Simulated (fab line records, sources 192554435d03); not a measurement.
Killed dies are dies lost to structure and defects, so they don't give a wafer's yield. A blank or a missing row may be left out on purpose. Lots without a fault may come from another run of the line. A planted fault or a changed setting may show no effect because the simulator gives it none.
fab line records | flow n5_finfet
record lots=7 wafers=21
route steps=1938 shown BEOL_M11@1546 BEOL_M12@1604 BEOL_M14@1751
start_h: hours from the record's first day to the start of the lot's first wafer shown | wait_h: hours since the lot's step before | " the same as in the row above | L1.1+2: a row that stands for several wafers | - no value, or no start given | * or withheld: withheld | < > ~ a bound
route shown NAME@n: a module of which the file shows steps, and the number in the route of the first | usual: mean/standard deviation of fault-free wafers | same: alike in all rows | chamber/n: place in a boat | sites: the reading at each site | _std_site: their standard deviation | _edge_site: outer sites' mean less inner sites' | radius_mm: how far each site lies from the wafer's centre | mask NAME#n: copy n | behind: the tool/chamber that last shaped the wafer | hold: why the lot was held/for how many hours/how that ended | device: the transistor (n, p or np) that didn't switch | end of line: the same wafers' tests at the end of the route | a step without rows: its recipe alone | killed: dies lost to structure and defects at the first sort, not the wafer's yield | map: a wafer's dies, x killed, . not, _ none there
set.NAME: the setting as run; set.NAME@STEP: as run at that earlier step | model.NAME: the simulator's own value behind a step, which no gauge read
lots whose settings were changed on purpose; a table a step, a row a wafer
## steps
# step N5_BEOL_M11_EXPOSE_08
# recipe mask_id=M11 na=1.35 source_shape=dipole sigma_inner=0.411 sigma_outer=0.611 polarization=te dose_mj=53.75
# columns lot.wafer tool chamber start_h wait_h mask set.dose_mj
L078.1 arfi_scanner-01 0 245.54 - M11#0 51.53
L078.2+5 " 0 " " M11#0 53.75
L083.1+4+6 arfi_scanner-02 0 276.29 - M11#0 53.75
L084.1+3+6 arfi_scanner-03 0 283.21 - M11#0 53.75
L085.4+5 arfi_scanner-03 0 289.05 - M11#0 51.36
L085.6 " 0 " " M11#0 53.75
L093.1+4+5 arfi_scanner-03 0 333.65 - M11#0 53.75
L094.1 arfi_scanner-03 0 338.37 - M11#0 53.75
L094.2+3 " 0 " " M11#0 50.89
L097.2+3+4 arfi_scanner-02 0 354.63 - M11#0 53.75
# step N5_BEOL_M11_PEB_09
# recipe peb_temp_c=withheld peb_time_s=60 resist=CAR-ArF
# step N5_BEOL_M11_DEVELOP_10
# recipe develop_time_s=30 developer=TMAH resist=CAR-ArF rinse_liquid=diw dry=air_spin dev_temp_c=23
# step N5_BEOL_M11_CD_MEAS_11
# recipe target_cd_nm=64.1 landing_energy_ev=500 detector=se_inlens polarity=opening
# usual cd_nm=63.8/0.56
# columns lot.wafer tool chamber start_h wait_h set.dose_mj@BEOL_M11_EXPOSE_08 cd_nm
L078.1 cd_sem-01 0 245.67 - 51.53 62.7
L078.2 " 0 " " 53.75 64.8
L078.5 " 0 " " 53.75 63.8
L083.1 cd_sem-02 0 276.41 - 53.75 63.2
L083.4 " 0 " " 53.75 63.9
L083.6 " 0 " " 53.75 64.3
L084.1 cd_sem-02 0 283.34 - 53.75 63.2
L084.3 " 0 " " 53.75 63.9
L084.6 " 0 " " 53.75 63.9
L085.4 cd_sem-02 0 289.16 - 51.36 61.6
L085.5 " 0 " " 51.36 61.9
L085.6 " 0 " " 53.75 63.7
L093.1 cd_sem-03 0 333.77 - 53.75 63.7
L093.4 " 0 " " 53.75 63.3
L093.5 " 0 " " 53.75 63.0
L094.1 cd_sem-02 0 338.49 - 53.75 64.0
L094.2 " 0 " " 50.89 61.3
L094.3 " 0 " " 50.89 59.7
L097.2 cd_sem-01 0 354.75 - 53.75 63.4
L097.3 " 0 " " 53.75 63.3
L097.4 " 0 " " 53.75 62.8
# step N5_BEOL_M11_DESCUM_16
# recipe chemistry=O2 time_s=7.9 source_power_w=50 bias_power_w=20 pressure_mtorr=20 rf_frequency_hz=2.712e+07 temp_c=40 resist=CAR-ArF o2_flow_sccm=225
# step N5_BEOL_M11_ETCH_61
# recipe chemistry=CF4 target=SiARC target_depth_a=390 mask_material=CAR-ArF time_s=65 ion_energy_ev=80 pressure_mtorr=40 source_w=545 bias_w=36 Ar_flow_sccm=100 cf4_flow_sccm=100 ends=cleared
# columns lot.wafer tool chamber start_h wait_h set.dose_mj@BEOL_M11_EXPOSE_08 model.BEOL_M11.cd_offset_nm
L078.1 rie_diel-01 0 245.90 0.0 51.53 -1.4
L078.2 " 3 " " 53.75 0.8
L078.5 " 3 " " 53.75 -0.2
L083.1 rie_diel-03 1 276.54 0.0 53.75 -1
L083.4 " 3 " " 53.75 -0.2
L083.6 " 0 " " 53.75 0
L084.1+6 rie_diel-03 1,0 283.55 0.0 53.75 -0.6
L084.3 " 0 " " 53.75 0
L085.4 rie_diel-03 1 289.80 0.0 51.36 -2.8
L085.5 " 1 " " 51.36 -2
L085.6 " 2 " " 53.75 -0.6
L093.1+5 rie_diel-04 3,2 333.99 0.0 53.75 -0.6
L093.4 " 0 " " 53.75 -0.8
L094.1 rie_diel-04 3 338.66 0.0 53.75 0.4
L094.2 " 1 " " 50.89 -3.2
L094.3 " 2 " " 50.89 -4
L097.2 rie_diel-01 1 354.95 0.0 53.75 -0.8
L097.3 " 2 " " 53.75 -1
L097.4 " 0 " " 53.75 -1.2
# step N5_BEOL_M11_ETCH_62
# recipe chemistry=N2/H2 target=SOC target_depth_a=1100 overetch_a=220 mask_material=SiARC temp_c=40 time_s=165 ion_energy_ev=200 pressure_mtorr=30 source_w=840 bias_w=150 n2_flow_sccm=200 h2_flow_sccm=200
# columns lot.wafer tool chamber start_h wait_h set.spin_rpm@BEOL_M11_COAT_59 set.dose_mj@BEOL_M11_EXPOSE_08 model.BEOL_M11.cd_offset_nm model.etch.depth_nm
L078.1 rie_diel-01 0 245.95 0.0 1500 51.53 -1.2 99.74
L078.2 " 3 " " 1500 53.75 0.8 99.71
L078.5 " 3 " " 1500 53.75 -0.2 99.94
L083.1 rie_diel-03 1 276.59 0.0 1500 53.75 -0.8 100.6
L083.4 " 3 " " 1500 53.75 -0.4 100.3
L083.6 " 0 " " 1500 53.75 -0.4 100.5
L084.1 rie_diel-03 1 283.60 0.0 1500 53.75 -0.6 100.1
L084.3 " 0 " " 1500 53.75 -0.6 100.2
L084.6 " 0 " " 1500 53.75 -1 100.1
L085.4 rie_diel-03 1 289.85 0.0 1453 51.36 -2.6 101.4
L085.5 " 1 " " 1500 51.36 -2.2 99.79
L085.6 " 2 " " 1453 53.75 -0.8 101.3
L093.1 rie_diel-04 3 334.04 0.0 1500 53.75 -0.4 100.6
L093.4 " 0 " " 1500 53.75 -1.2 100.9
L093.5 " 2 " " 1500 53.75 -1 100.2
L094.1 rie_diel-04 3 338.71 0.0 1500 53.75 0.4 99.63
L094.2 " 1 " " 1500 50.89 -3 99.75
L094.3 " 2 " " 1500 50.89 -4.2 99.65
L097.2 rie_diel-01 1 355.00 0.0 1558 53.75 -0.8 98
L097.3 " 2 " " 1558 53.75 -0.6 98.48
L097.4 " 0 " " 1500 53.75 -0.8 99.73
# step N5_BEOL_M11_STRIP_68
# recipe chemistry=N2/H2 temp_c=40 n2_flow_sccm=200 h2_flow_sccm=200 rf_frequency_hz=6e+07
# step N5_BEOL_M11_STRIP_67
# recipe chemistry=CF4 resist=SiARC power_w=300 bias_power_w=75 pressure_mtorr=50 cf4_flow_sccm=150 rf_frequency_hz=6e+07
# step N5_BEOL_M11_HM_OPEN_17
# recipe chemistry=Cl2/BCl3 target_depth_a=200 overetch_a=60 target=TiN mask_material=SOC ion_energy_ev=150 pressure_mtorr=10 icp_w=1000 bias_w=126 Cl2_flow_sccm=53.25 bcl3_flow_sccm=21.75 Ar_flow_sccm=25
# columns lot.wafer tool chamber start_h wait_h set.spin_rpm@BEOL_M11_COAT_59 set.dose_mj@BEOL_M11_EXPOSE_08 model.BEOL_M11.cd_offset_nm model.SOC_of_BEOL_M11_COAT_59.thk_nm
L078.1 rie_metal-02 0 246.13 0.0 1500 51.53 -1.4 92
L078.2 " 1 " " 1500 53.75 0.6 91.8
L078.5 " 0 " " 1500 53.75 -0.4 92.2
L083.1 rie_metal-02 0 276.77 0.0 1500 53.75 -1 92.8
L083.4 " 1 " " 1500 53.75 -0.6 92.4
L083.6 " 1 " " 1500 53.75 -0.4 92.6
L084.1 rie_metal-03 1 283.79 0.0 1500 53.75 -0.8 92.2
L084.3 " 0 " " 1500 53.75 -0.6 92.2
L084.6 " 0 " " 1500 53.75 -1.2 92.4
L085.4 rie_metal-01 0 290.07 0.1 1453 51.36 -2.4 93.4
L085.5 " 0 " " 1500 51.36 -2 92
L085.6 " 1 " " 1453 53.75 -0.8 93.4
L093.1 rie_metal-02 1 334.23 0.0 1500 53.75 -0.4 92.8
L093.4 " 1 " " 1500 53.75 -1.2 93
L093.5 " 1 " " 1500 53.75 -0.8 92.4
L094.1 rie_metal-01 1 338.90 0.0 1500 53.75 0.4 91.8
L094.2 " 0 " " 1500 50.89 -2.8 91.8
L094.3 " 0 " " 1500 50.89 -4 91.6
L097.2 rie_metal-02 1 355.19 0.0 1558 53.75 -0.8 90
L097.3 " 0 " " 1558 53.75 -0.8 90.6
L097.4 " 1 " " 1500 53.75 -0.8 91.8
# step N5_BEOL_M11_STRIP_19
# recipe chemistry=O2 power_w=400 temp_c=40 pressure_mtorr=30 rf_frequency_hz=6e+07 bias_power_w=0 overash_fraction=0.2 o2_flow_sccm=225
# step N5_BEOL_M11_CD_MEAS_18
# recipe pitch_nm=140 target_cd_nm=70
# usual cd_nm=69.5/0.57
# columns lot.wafer tool chamber start_h wait_h set.dose_mj@BEOL_M11_EXPOSE_08 cd_nm
L078.1 cd_sem-02 - 246.43 0.0 51.53 68.5
L078.2 " - " " 53.75 70.9
L078.5 " - " " 53.75 69.5
L083.1 cd_sem-03 - 276.95 0.0 53.75 68.8
L083.4 " - " " 53.75 69.6
L083.6 " - " " 53.75 69.4
L084.1 cd_sem-03 - 283.97 0.0 53.75 69.4
L084.3 " - " " 53.75 69.3
L084.6 " - " " 53.75 69.0
L085.4 cd_sem-01 - 290.23 0.1 51.36 67.5
L085.5 " - " " 51.36 68.0
L085.6 " - " " 53.75 69.3
L093.1 cd_sem-02 - 334.44 0.0 53.75 69.2
L093.4 " - " " 53.75 68.8
L093.5 " - " " 53.75 69.0
L094.1 cd_sem-03 - 339.08 0.0 53.75 70.6
L094.2 " - " " 50.89 66.9
L094.3 " - " " 50.89 66.2
L097.2 cd_sem-02 - 355.41 0.1 53.75 69.3
L097.3 " - " " 53.75 69.0
L097.4 " - " " 53.75 69.1
# step N5_BEOL_M11_COAT_63
# recipe resist=SOC temp_c=250 time_s=60 spin_rpm=1500 resist_thk_nm=100
# step N5_BEOL_M11_COAT_64
# recipe resist=SiARC temp_c=220 time_s=60 spin_rpm=1500 resist_thk_nm=30
# step N5_BEOL_M11_PRECLEAN_42
# recipe chemistry=residue_remover time_s=60 temp_c=40
# step N5_BEOL_M11_SRD_43
# recipe time_s=30 temp_c=23 rinse_liquid=diw dry=ipa_marangoni
# step N5_BEOL_M11_CD_MEAS_35
# recipe target_cd_nm=70 polarity=opening
# usual cd_nm=69.5/0.61
# columns lot.wafer tool chamber start_h wait_h set.dose_mj@BEOL_M11_EXPOSE_08 cd_nm
L078.1 cd_sem-02 - 248.84 0.0 51.53 68.4
L078.2 " - " " 53.75 70.9
L078.5 " - " " 53.75 69.9
L083.1 cd_sem-03 - 278.39 0.0 53.75 69.2
L083.4 " - " " 53.75 69.7
L083.6 " - " " 53.75 69.8
L084.1 cd_sem-01 - 285.39 0.0 53.75 69.2
L084.3 " - " " 53.75 69.5
L084.6 " - " " 53.75 69.1
L085.4 cd_sem-03 - 291.96 0.0 51.36 67.8
L085.5 " - " " 51.36 67.7
L085.6 " - " " 53.75 69.4
L093.1 cd_sem-01 - 335.69 0.0 53.75 69.3
L093.4 " - " " 53.75 68.6
L093.5 " - " " 53.75 69.4
L094.1 cd_sem-01 - 342.56 0.0 53.75 70.6
L094.2 " - " " 50.89 67.2
L094.3 " - " " 50.89 65.8
L097.2 cd_sem-03 - 363.37 0.0 53.75 69.6
L097.3 " - " " 53.75 69.3
L097.4 " - " " 53.75 69.5
# step N5_BEOL_M12_COAT_58
# recipe resist=BARC temp_c=205 time_s=60 spin_rpm=1500 resist_thk_nm=89
# columns lot.wafer tool chamber start_h wait_h set.spin_rpm model.BARC_of_BEOL_M12_COAT_58.thk_nm
L078.1 litho_track-01 0 251.82 0.0 1500 89
L078.2 " 0 " " 1388 92.4
L078.5 " 0 " " 1500 89.2
L083.1 litho_track-04 0 281.56 0.0 1500 89.2
L083.4 " 0 " " 1500 89.4
L083.6 " 0 " " 1500 89
L084.1 litho_track-05 0 290.09 0.0 1500 88.8
L084.3 " 0 " " 1500 89
L084.6 " 0 " " 1658 84.6
L085.4+5 litho_track-01 0 295.19 0.0 1603 86.2
L085.6 " 0 " " 1500 89.2
L093.1 litho_track-01 0 339.69 0.0 1338 94.4
L093.4+5 " 0 " " 1500 89
L094.1+3 litho_track-04 0 346.08 0.0 1344 94.2
L094.2 " 0 " " 1500 89.4
L097.2 litho_track-04 0 366.34 0.0 1660 84.8
L097.3 " 0 " " 1500 89.2
L097.4 " 0 " " 1500 89
# step N5_BEOL_M12_EXPOSE_07
# recipe mask_id=V11 na=0.93 source_shape=conventional sigma_outer=0.6 polarization=unpolarized attpsm_phase_deg=180 dose_mj=32.5
# columns lot.wafer tool chamber start_h wait_h mask set.dose_mj
L078.1+2+5 krf_scanner-02 0 251.92 - V11#0 32.5
L083.1+4+6 krf_scanner-01 0 281.66 - V11#0 32.5
L084.1 krf_scanner-02 0 290.32 - V11#0 32.5
L084.3+6 " 0 " " V11#0 34.21
L085.4+5+6 krf_scanner-02 0 295.43 - V11#0 32.5
L093.1+5 krf_scanner-02 0 339.92 - V11#0 31.71
L093.4 " 0 " " V11#0 32.5
L094.1+2 krf_scanner-01 0 346.30 - V11#0 34.15
L094.3 " 0 " " V11#0 32.5
L097.2+3+4 krf_scanner-01 0 366.57 - V11#0 32.5
# step N5_BEOL_M12_PEB_08
# recipe peb_temp_c=130 peb_time_s=90
# step N5_BEOL_M12_DEVELOP_09
# recipe develop_time_s=45 rinse_liquid=diw dry=air_spin dev_temp_c=21
# step N5_BEOL_M12_DESCUM_15
# recipe chemistry=O2 time_s=7.9 source_power_w=50 bias_power_w=20 pressure_mtorr=20 rf_frequency_hz=2.712e+07 temp_c=40 o2_flow_sccm=225
# step N5_BEOL_M12_ETCH_59
# recipe chemistry=N2/H2 target=BARC target_depth_a=890 overetch_a=267 time_s=67.9 ion_energy_ev=200 pressure_mtorr=30 source_w=840 bias_w=150 n2_flow_sccm=200 h2_flow_sccm=200
# columns lot.wafer tool chamber start_h wait_h set.spin_rpm@BEOL_M12_COAT_58 model.etch.depth_nm
L078.1 rie_diel-02 3 252.43 0.0 1500 89.1
L078.2 " 0 " " 1388 92.41
L078.5 " 0 " " 1500 89.17
L083.1 rie_diel-02 3 281.98 0.0 1500 89.3
L083.4 " 0 " " 1500 89.45
L083.6 " 2 " " 1500 89.09
L084.1 rie_diel-05 2 290.61 0.0 1500 88.87
L084.3 " 1 " " 1500 89.07
L084.6 " 2 " " 1658 84.65
L085.4 rie_diel-02 2 295.74 0.0 1603 86.27
L085.5 " 1 " " 1603 86.11
L085.6 " 2 " " 1500 89.25
L093.1 rie_diel-05 0 340.21 0.0 1338 94.46
L093.4 " 1 " " 1500 88.91
L093.5 " 0 " " 1500 89.07
L094.1 rie_diel-02 3 346.67 0.0 1344 94.27
L094.2 " 1 " " 1500 89.34
L094.3 " 2 " " 1344 94.28
L097.2 rie_diel-02 0 366.86 0.0 1660 84.79
L097.3 " 3 " " 1500 89.11
L097.4 " 0 " " 1500 89.06
# step N5_BEOL_M12_VIA_ETCH_16
# recipe chemistry=C4F8/O2/Ar target=SiOC pressure_mtorr=30 source_w=3000 bias_w=700 Ar_flow_sccm=400 C4F8_flow_sccm=15 O2_flow_sccm=8 he_inner_torr=15 he_outer_torr=30 target_depth_a=7248 time_s=withheld ion_energy_ev=250 ends=cleared
# step N5_BEOL_M12_STRIP_63
# recipe chemistry=N2/H2 power_w=1000 temp_c=250 h2_frac=0.65 overash_fraction=0.3 pressure_mtorr=1000 n2_flow_sccm=1750 h2_flow_sccm=3250
# step N5_BEOL_M12_STRIP_64
# recipe chemistry=N2/H2 power_w=1000 temp_c=250 h2_frac=0.65 overash_fraction=0.3 pressure_mtorr=withheld n2_flow_sccm=1750 h2_flow_sccm=3250
# usual strip_time_to_endpoint_s=31.35/0.073
# columns lot.wafer tool chamber start_h wait_h set.spin_rpm@BEOL_M12_COAT_58 strip_time_to_endpoint_s
L078.1 plasma_asher-01 0 252.74 0.0 1500 31.34
L078.2 " 1 " " 1388 32.28
L078.5 " 1 " " 1500 31.35
L083.1 plasma_asher-02 1 282.29 0.0 1500 31.40
L083.4 " 0 " " 1500 31.44
L083.6 " 0 " " 1500 31.33
L084.1 plasma_asher-01 1 290.92 0.0 1500 31.27
L084.3 " 0 " " 1500 31.32
L084.6 " 1 " " 1658 30.07
L085.4 plasma_asher-01 0 296.08 0.0 1603 30.53
L085.5 " 0 " " 1603 30.48
L085.6 " 1 " " 1500 31.38
L093.1 plasma_asher-02 1 340.92 0.0 1338 32.88
L093.4 " 1 " " 1500 31.29
L093.5 " 0 " " 1500 31.33
L094.1 plasma_asher-01 0 346.98 0.0 1344 32.81
L094.2 " 1 " " 1500 31.41
L094.3 " 1 " " 1344 32.80
L097.2 plasma_asher-01 0 367.17 0.0 1660 30.09
L097.3 " 1 " " 1500 31.34
L097.4 " 0 " " 1500 31.34
# step N5_BEOL_M14_ETCH_68
# recipe chemistry=N2/H2 target=SOC mask_material=SiARC source_w=3000 bias_w=350 temp_c=40 time_s=450 ion_energy_ev=200 pressure_mtorr=30 n2_flow_sccm=200 h2_flow_sccm=200
# columns lot.wafer tool chamber start_h wait_h set.time_s model.SiARC_of_BEOL_M14_COAT_66.thk_nm
L078.1 rie_diel-06 3 264.09 0.1 450 65
L078.2 " 2 " " 450 65.4
L078.5 " 0 " " 400.8 70.6
L083.1+6 rie_diel-05 1,2 293.42 0.1 450 65
L083.4 " 3 " " 450 65.4
L084.1 rie_diel-06 3 300.68 0.1 375.6 73
L084.3 " 1 " " 450 65.2
L084.6 " 0 " " 450 65.4
L085.4 rie_diel-05 2 308.07 0.1 450 66.2
L085.5 " 1 " " 509.2 60.8
L085.6 " 0 " " 450 65.6
L093.1 rie_diel-02 3 351.15 0.1 450 65.4
L093.4 " 0 " " 383.7 72.4
L093.5 " 1 " " 383.7 71.4
L094.1 rie_diel-02 2 359.64 0.1 450 66.2
L094.2 " 1 " " 450 64
L094.3 " 3 " " 450 65.2
L097.2 rie_diel-05 0 381.07 0.1 450 64.8
L097.3 " 1 " " 450 65.4
L097.4 " 2 " " 450 64.6
# step N5_BEOL_M14_TRENCH_ETCH_34
# recipe chemistry=C4F8/O2/Ar target=SiO2 target_depth_a=5566.5 mask_material=SOC he_inner_torr=15 he_outer_torr=30 time_s=126.9 ion_energy_ev=800 pressure_mtorr=20 source_w=1905 bias_w=2040 Ar_flow_sccm=400 C4F8_flow_sccm=16 O2_flow_sccm=12
# usual rf_vpp_V=2203/43
# columns lot.wafer tool chamber start_h wait_h set.bias_w rf_vpp_V
L078.1 rie_diel-06 3 264.37 0.0 2040 2245
L078.2 " 2 " " 2040 2161
L078.5 " 0 " " 2040 2163
L083.1 rie_diel-05 1 293.69 0.0 2040 2263
L083.4 " 3 " " 2040 2194
L083.6 " 2 " " 2040 2260
L084.1 rie_diel-06 3 300.95 0.0 2040 2243
L084.3 " 1 " " 2219 2333
L084.6 " 0 " " 2219 2292
L085.4 rie_diel-05 2 308.34 0.0 2040 2257
L085.5 " 1 " " 2040 2263
L085.6 " 0 " " 2365 2489
L093.1 rie_diel-02 3 351.43 0.0 2159 2216
L093.4 " 0 " " 2040 2201
L093.5 " 1 " " 2159 2283
L094.1 rie_diel-02 2 359.91 0.0 2040 2175
L094.2 " 1 " " 2040 2196
L094.3 " 3 " " 2040 2128
L097.2 rie_diel-05 0 381.35 0.0 1692 1973
L097.3 " 1 " " 2040 2265
L097.4 " 2 " " 1692 1977
## key
split step=N5_BEOL_M11_EXPOSE_08 setting=dose_mj stated=53.75 by=wafer
response step=N5_BEOL_M11_CD_MEAS_11 reading=cd_nm change=+0.527 per=1% r=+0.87
response step=N5_BEOL_M11_ETCH_61 reading=model.BEOL_M11.cd_offset_nm change=+0.557 per=1% r=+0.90
response step=N5_BEOL_M11_ETCH_62 reading=model.BEOL_M11.cd_offset_nm change=+0.531 per=1% r=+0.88
response step=N5_BEOL_M11_HM_OPEN_17 reading=model.BEOL_M11.cd_offset_nm change=+0.501 per=1% r=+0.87
response step=N5_BEOL_M11_CD_MEAS_18 reading=cd_nm change=+0.55 per=1% r=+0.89
response step=N5_BEOL_M11_CD_MEAS_35 reading=cd_nm change=+0.576 per=1% r=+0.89
split step=N5_BEOL_M12_COAT_58 setting=spin_rpm stated=1500 by=wafer
response step=N5_BEOL_M12_COAT_58 reading=model.BARC_of_BEOL_M12_COAT_58.thk_nm change=-0.443 per=1% r=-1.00
response step=N5_BEOL_M12_ETCH_59 reading=model.etch.depth_nm change=-0.447 per=1% r=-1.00
response step=N5_BEOL_M12_STRIP_64 reading=strip_time_to_endpoint_s change=* per=1% r=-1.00
split step=N5_BEOL_M12_EXPOSE_07 setting=dose_mj stated=32.5 by=wafer
response none clear
split step=N5_BEOL_M14_ETCH_68 setting=time_s stated=450 by=wafer
response step=N5_BEOL_M14_ETCH_68 reading=model.SiARC_of_BEOL_M14_COAT_66.thk_nm change=-0.446 per=1% r=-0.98
split step=N5_BEOL_M14_TRENCH_ETCH_34 setting=bias_w stated=2040 by=wafer
response step=N5_BEOL_M14_TRENCH_ETCH_34 reading=rf_vpp_V change=+14.5 per=1% r=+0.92
split outside_this_file step=N5_BEOL_M11_COAT_59 setting=spin_rpm
# split outside_this_file: this setting was split too, and the file shows its column; the key of that split is in another file
